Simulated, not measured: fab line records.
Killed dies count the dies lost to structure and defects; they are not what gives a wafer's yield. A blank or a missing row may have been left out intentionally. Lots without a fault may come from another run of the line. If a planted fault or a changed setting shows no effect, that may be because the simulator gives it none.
Split-lot study	flow n5-finfet	route with 1938 steps; 7 lots, 21 wafers read

== SPLIT DETAILS ==
At N5_BEOL_M12_CMP_49 (polishes, stops on SiOC, t overpolish 20.6 s, target thk 320 nm), the setting down-force-psi was moved away from the recipe's 1 psi on 6 of the 21 wafers read, by -20.8% to +20.8%. The other wafers ran this setting at the recipe's value.

Reading taken at the split's own step.

== THE READING ==
barrier-field-endpoint-s, in s, at N5_BEOL_M12_CMP_49 (polishes, stops on SiOC, t overpolish 20.6 s, target thk 320 nm). A value of 30.1 s with a standard deviation of 0.78 s is what fault-free wafers of this fab line usually give.

wafer	tool, chamber at the split	down-force-psi as run, psi	against the recipe	barrier-field-endpoint-s, s	against lot-mates on the recipe
L074.2	cmp-02, 0	1	recipe	29.5	-
L074.1	cmp-02, 2	1	recipe	29.1	-
L074.5	cmp-02, 0	1	recipe	28.5	-
L082.2	cmp-04, 3	0.7925	-20.8%	38.0	+7.4
L082.5	cmp-04, 3	0.7925	-20.8%	38.2	+7.6
L082.6	cmp-04, 0	1	recipe	30.6	-
L084.4	cmp-01, 0	1.198	+19.8%	24.9	-5.3
L084.6	cmp-01, 2	1	recipe	30.1	-
L084.5	cmp-01, 3	1	recipe	30.3	-
L086.4	cmp-02, 0	0.925	-7.5%	32.0	+2.8
L086.1	cmp-02, 2	1	recipe	29.1	-
L086.5	cmp-02, 3	1	recipe	29.3	-
L091.1	cmp-02, 3	1	recipe	30.3	-
L091.4	cmp-02, 1	1	recipe	30.2	-
L091.5	cmp-02, 3	1	recipe	29.8	-
L092.3	cmp-02, 1	1	recipe	29.6	-
L092.6	cmp-02, 3	1.121	+12.1%	26.8	-3.1
L092.5	cmp-02, 0	1	recipe	30.2	-
L093.4	cmp-01, 0	1.208	+20.8%	25.6	-5.5
L093.3	cmp-01, 2	1	recipe	31.1	-
L093.6	cmp-01, 0	1	recipe	31.2	-

THE FIT
A straight line over all 21 wafers: barrier-field-endpoint-s changes by -0.309 s for each +1% of down-force-psi; r = -0.95; the points scatter about the line by 0.97 s.
The same after taking each lot's own level away (the mean of its wafers on the recipe; 21 wafers): -0.313 s for each +1%; r = -0.99; scatter 0.47 s.
That fit puts the effect of the largest move of down-force-psi on the reading at 6.5 s.
Across the lots, their own levels run from 29.03 to 31.15 s, a range of 2.7 times the standard deviation given above.
So the lot-to-lot level changes the slope little: the two slopes agree.
Check: for one of the wafers moved furthest among these (+20.8%), held out of the fit, the line's prediction against its lot-mates is -6.54 s. Against them it came out at -5.55 s.
Tool readings at the split's step, against how far the setting was moved: barrier-field-endpoint-s r = -0.95.

== THESE WAFERS: OTHER SPLITS ==
Other splits were also applied to these wafers ahead of the reading. Each is held against what the fit with the lots' levels taken away leaves over:
other split on the same wafers	wafers away from the commonest value	r with barrier-field-endpoint-s (lot level and that fit taken away)
N5_BEOL_M11_COAT_59 spin-rpm	6	-0.08
N5_BEOL_M11_ETCH_41 time-s	11	-0.13
N5_BEOL_M11_CURE_72 time-s	7	+0.26

== FILE'S OWN FIT ==
barrier-field-endpoint-s changes by -0.296 s for each +1% of down-force-psi, r = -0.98.
